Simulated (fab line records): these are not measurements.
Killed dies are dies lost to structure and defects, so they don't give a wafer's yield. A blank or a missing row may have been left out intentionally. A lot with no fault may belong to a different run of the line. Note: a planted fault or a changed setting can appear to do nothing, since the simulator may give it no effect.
Problem report, 8D (eight disciplines) form, completed by code    flow nand-harc    the parts of the form that need people (team, actions taken, sign-off) are left out

1. PROBLEM STATEMENT
cd-nm at NHARC_A_CHANNEL_HOLE_D1_CD_MEAS_10 reads a mean of 97.3 nm on 2 wafers of 2 lots; wafers without a fault read 100.2 nm with a standard deviation of 0.67. Measured from the usual mean, that is -4.3 standard deviations.
The step: target cd 100 nm.
Seen first at day 11 06:54 on cd-sem-01, wafer L969.1. Wafers with a number at this step in the record: 37, from 13 lots. By rule, "out" or "out of limits" means more than 4 standard deviations away from the usual mean. Any other wafer with a number is counted as sound.

2. WHAT IT IS; WHAT IT IS NOT
question                     is                    is not
which readings at this step  cd-nm                 -
which lots                   L969, L972            L956, L957, L959, L960, L961, L962, L963, L964, L973, L975, L978
which wafers of those lots   L969.1, L972.4        L969.5, L972.5
read on which gauges         cd-sem-01, cd-sem-02  cd-sem-03
when                         from day 11 06:54     up to then (25 sound wafers); but 10 sound wafers of L972, L973, L975, L978 came after

3. SUSPECTS, AND WHAT RULES EACH OUT
Counting: if a tool at a process step up to the reading ran every lot that is out, it stays a suspect. Sound lots after the first of them don't rule it out here, since some wafers of a struck lot are sound.
- the gauge at NHARC_A_CHANNEL_HOLE_D1_CD_MEAS_10 is ruled out. 2 gauges (cd-sem-01, cd-sem-02) read the wafers that are out.
- litho-track-01 at NHARC_A_CHANNEL_HOLE_D1_PEB_08 (peb time 65 s): kept. Every lot that is out went through it, the first being L969 (day 11 06:49); the last sound lot it ran before that was L964 (day 9 22:41). Out on those wafers are its own readings of heater-power-total-W.
After counting, what remains is litho-track-01 at NHARC_A_CHANNEL_HOLE_D1_PEB_08.

4. THE CAUSE (what the simulator had put in)
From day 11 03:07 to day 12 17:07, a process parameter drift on litho-track-01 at NHARC_A_CHANNEL_HOLE_D1_PEB_08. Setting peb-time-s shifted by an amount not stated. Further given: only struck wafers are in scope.
Counting left only this tool.

5. SEQUENCE OF EFFECTS, ordered by route
One row per reading whose mean, taken over the struck wafers that have a number, lies over 3 standard deviations from the usual. Readings are gone through only where the record gives a usual standard deviation; hours: the median, over the lots, of the time from a lot's start at the first step in this table giving one to that lot's start at this step; sigmas: the change measured in usual standard deviations.
hours  step                                reading               usual     on struck wafers  change  sigmas
0      NHARC_A_CHANNEL_HOLE_D1_PEB_08      heater-power-total-W  156.5 W   166.6             +10.1   +23
0      NHARC_A_CHANNEL_HOLE_D1_CD_MEAS_10  cd-nm                 100.2 nm  97.3              -2.9    -4.3
The process steps in it:
- NHARC_A_CHANNEL_HOLE_D1_PEB_08: peb time 65 s.

6. WHAT WOULD HAVE CAUGHT IT SOONER
Counted from the fault's start at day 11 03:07, it took 4 hours until the first out-of-limits reading at a measuring or inspecting step in this record, taken at day 11 06:54.
Tool's own readings at NHARC_A_CHANNEL_HOLE_D1_PEB_08, heater-power-total-W: out on all struck wafers the step has rows for; an alarm limit on them would have tripped on the first.
L972, from the lots that are out (2), started NHARC_A_CHANNEL_HOLE_D1_PEB_08 on litho-track-01 later than day 11 06:54. It would have been spared by a hold on the tool at that moment.
